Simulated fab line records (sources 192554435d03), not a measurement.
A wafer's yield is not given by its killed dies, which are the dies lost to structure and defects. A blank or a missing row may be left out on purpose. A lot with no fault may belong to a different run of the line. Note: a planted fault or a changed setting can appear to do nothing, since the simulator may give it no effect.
Split-lot experiment | flow n5_finfet | 21 wafers read across 7 lots, on a route 1938 steps long

== ABOUT THE SPLIT ==
At N5_BEOL_M11_DEP_56 (deposits SiCN from 3MS/NH3, target thk 30 nm, time 10.5 s), the setting time_s was moved away from the recipe's 10.5 s on 9 of the 21 wafers read, by -14.5% to +13.1%. All remaining wafers had this setting at the recipe value.

Reading taken at the split's own step.

== THE READING ==
SiCN_of_BEOL_M11_DEP_56.thk_nm (the simulator's own value, which no gauge read), in nm, at N5_BEOL_M11_DEP_56 (deposits SiCN from 3MS/NH3, target thk 30 nm, time 10.5 s). There is no usual value for it anywhere in the file. Average 30.1 nm, standard deviation 0.49 nm, over the 12 wafers here run with the recipe.

wafer  | tool, chamber at the split | time_s as run, s | against the recipe | SiCN_of_BEOL_M11_DEP_56.thk_nm, nm | against lot-mates on the recipe
L074.3 | pecvd-03, 1                | 11.55            | +10.0%             | 32.2                               | +2.6
L074.5 | pecvd-03, 0                | 11.55            | +10.0%             | 32.8                               | +3.2
L074.6 | pecvd-03, 1                | 10.5             | recipe             | 29.6                               | -
L078.2 | pecvd-01, 2                | 10.5             | recipe             | 29.6                               | -
L078.5 | pecvd-01, 0                | 10.5             | recipe             | 31                                 | -
L078.6 | pecvd-01, 1                | 10.5             | recipe             | 29.8                               | -
L079.1 | pecvd-03, 2                | 10.5             | recipe             | 30                                 | -
L079.2 | pecvd-03, 1                | 10.5             | recipe             | 29.6                               | -
L079.3 | pecvd-03, 0                | 10.5             | recipe             | 30.2                               | -
L085.1 | pecvd-02, 1                | 11.12            | +5.9%              | 31.6                               | +1.0
L085.3 | pecvd-02, 0                | 11.12            | +5.9%              | 31.4                               | +0.8
L085.6 | pecvd-02, 2                | 10.5             | recipe             | 30.6                               | -
L096.2 | pecvd-03, 0                | 10.5             | recipe             | 29.8                               | -
L096.3 | pecvd-03, 2                | 11.88            | +13.1%             | 34.2                               | +3.8
L096.6 | pecvd-03, 2                | 10.5             | recipe             | 31                                 | -
L094.4 | pecvd-02, 0                | 8.977            | -14.5%             | 25.8                               | -4.4
L094.5 | pecvd-02, 0                | 10.5             | recipe             | 30.2                               | -
L094.6 | pecvd-02, 2                | 8.977            | -14.5%             | 26.4                               | -3.8
L097.2 | pecvd-03, 2                | 11.79            | +12.3%             | 33.6                               | +3.6
L097.3 | pecvd-03, 0                | 11.79            | +12.3%             | 33.2                               | +3.2
L097.4 | pecvd-03, 2                | 10.5             | recipe             | 30                                 | -

FIT RESULTS
A straight line over all 21 wafers: SiCN_of_BEOL_M11_DEP_56.thk_nm changes by +0.272 nm for each +1% of time_s; r = +0.98; the points scatter about the line by 0.45 nm.
The same after taking each lot's own level away (the mean of its wafers on the recipe; 21 wafers): +0.278 nm for each +1%; r = +0.98; scatter 0.44 nm.
On that fit, the largest move of time_s shifts the reading by 4 nm.
From 29.60 to 30.60 nm: that is the span of the lots' own levels, equal to 2.1 times the standard deviation above.
The two slopes agree, so the slope changes little with the lot-to-lot level.
Check: with one of the wafers moved furthest among these (-14.5%) left out of the fit, the line predicts -3.95 nm for it against its lot-mates. It came out at -4.4 nm against them.

== ADDITIONAL SPLITS CARRIED BY THESE WAFERS ==
Note: prior to the reading, these wafers also went through further splits. Each is held against what the fit with the lots' levels taken away leaves over:
other split on the same wafers | wafers away from the commonest value | r with SiCN_of_BEOL_M11_DEP_56.thk_nm (lot level and that fit taken away)
N5_BEOL_M11_COAT_59 spin_rpm   | 6                                    | -0.27

== THE FILE'S OWN FIT ==
SiCN_of_BEOL_M11_DEP_56.thk_nm changes by +0.277 nm for each +1% of time_s, r = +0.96.
